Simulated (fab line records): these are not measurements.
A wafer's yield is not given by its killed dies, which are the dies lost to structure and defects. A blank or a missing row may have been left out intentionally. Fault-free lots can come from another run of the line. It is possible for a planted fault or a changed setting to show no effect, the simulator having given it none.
Lot-split experiment    flow n5 finfet    7 lots, 39 wafers read, on a route of 1938 steps

## THE SPLIT ITSELF
At N5_PASSIVATION_AL_DEP_21 (deposits Al, target thk 2800 nm, time 170 s), the setting target thk a was moved away from the recipe's 28000 angstrom on 12 of the 39 wafers read, by -38.5% to +49.0%. For the rest of the wafers, this setting stayed at what the recipe calls for.

The split's own step is where the reading is taken.

## THE READING
Al_of_PASSIVATION_AL_DEP_21.thk nm (the simulator's own value, which no gauge read), in nm, at N5_PASSIVATION_AL_DEP_21 (deposits Al, target thk 2800 nm, time 170 s). There is no usual value for it anywhere in the file. Average 2803 nm, standard deviation 21 nm, over the 27 wafers here run with the recipe.

wafer   tool, chamber at the split  target thk a as run, angstrom  against the recipe  Al_of_PASSIVATION_AL_DEP_21.thk nm, nm  against lot-mates on the recipe
L074.1  pvd sputter-02, -           28000                          recipe              2825                                    -
L074.2  pvd sputter-02, -           28000                          recipe              2838                                    -
L074.3  pvd sputter-02, -           28000                          recipe              2807                                    -
L074.4  pvd sputter-02, -           28000                          recipe              2817                                    -
L074.5  pvd sputter-02, -           28000                          recipe              2833                                    -
L074.6  pvd sputter-02, -           28000                          recipe              2823                                    -
L085.1  pvd sputter-02, -           20110                          -28.2%              1989                                    -783
L085.2  pvd sputter-02, -           28000                          recipe              2775                                    -
L085.5  pvd sputter-02, -           28000                          recipe              2775                                    -
L085.3  pvd sputter-02, -           20110                          -28.2%              1969                                    -803
L085.4  pvd sputter-02, -           20110                          -28.2%              1974                                    -798
L085.6  pvd sputter-02, -           28000                          recipe              2766                                    -
L086.1  pvd sputter-03, -           28000                          recipe              2811                                    -
L086.2  pvd sputter-03, -           28000                          recipe              2821                                    -
L086.3  pvd sputter-03, -           28000                          recipe              2785                                    -
L086.4  pvd sputter-03, -           28000                          recipe              2840                                    -
L086.5  pvd sputter-03, -           28000                          recipe              2805                                    -
L086.6  pvd sputter-03, -           28000                          recipe              2789                                    -
L088.1  pvd sputter-02, -           28000                          recipe              2768                                    -
L088.2  pvd sputter-02, -           28000                          recipe              2795                                    -
L088.3  pvd sputter-02, -           28000                          recipe              2785                                    -
L088.4  pvd sputter-02, -           17210                          -38.5%              1714                                    -1069
L088.5  pvd sputter-02, -           17210                          -38.5%              1716                                    -1067
L088.6  pvd sputter-02, -           17210                          -38.5%              1692                                    -1091
L093.1  pvd sputter-02, -           41710                          +49.0%              4197                                    +1387
L093.2  pvd sputter-02, -           28000                          recipe              2811                                    -
L093.3  pvd sputter-02, -           28000                          recipe              2805                                    -
L093.4  pvd sputter-02, -           41710                          +49.0%              4164                                    +1354
L093.5  pvd sputter-02, -           28000                          recipe              2815                                    -
L093.6  pvd sputter-02, -           41710                          +49.0%              4188                                    +1378
L096.1  pvd sputter-03, -           28000                          recipe              2810                                    -
L096.2  pvd sputter-03, -           28000                          recipe              2806                                    -
L096.5  pvd sputter-03, -           28000                          recipe              2811                                    -
L095.1  pvd sputter-01, -           22570                          -19.4%              2255                                    -530
L095.2  pvd sputter-01, -           28000                          recipe              2782                                    -
L095.3  pvd sputter-01, -           28000                          recipe              2791                                    -
L095.4  pvd sputter-01, -           22570                          -19.4%              2250                                    -535
L095.5  pvd sputter-01, -           22570                          -19.4%              2257                                    -528
L095.6  pvd sputter-01, -           28000                          recipe              2783                                    -

THE FIT
A straight line over all 39 wafers: Al_of_PASSIVATION_AL_DEP_21.thk nm changes by +28.4 nm for each +1% of target thk a; r = +1.00; the points scatter about the line by 20 nm.
The same after taking each lot's own level away (the mean of its wafers on the recipe; 39 wafers): +28 nm for each +1%; r = +1.00; scatter 12 nm.
That fit puts the effect of the largest move of target thk a on the reading at 1.4e+03 nm.
Across the lots, their own levels run from 2772.0 to 2823.8 nm, a range of 2.5 times the standard deviation given above.
The two slopes are in agreement: the lot-to-lot level therefore moves the slope only a little.
Check: for one of the wafers moved furthest among these (+49.0%), held out of the fit, the line's prediction against its lot-mates is +1.37e+03 nm. Against them it came out at +1.39e+03 nm.

## THE OTHER SPLITS THESE WAFERS WENT THROUGH
These wafers also went through other splits before the reading. Each is held against what the fit with the lots' levels taken away leaves over:
other split on the same wafers  wafers away from the commonest value  r with Al_of_PASSIVATION_AL_DEP_21.thk nm (lot level and that fit taken away)
N5_BEOL_M7_ILD_DEP_00 time s    15                                    +0.31
N5_BEOL_M11_PECVD_70 time s     15                                    -0.11
N5_BEOL_M14_ILD_DEP_00 time s   15                                    -0.02
N5_MIM_TOP_ALD_01 ald cycles    12                                    -0.21

## FILE'S OWN FIT
Al_of_PASSIVATION_AL_DEP_21.thk nm changes by +28 nm for each +1% of target thk a, r = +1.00.
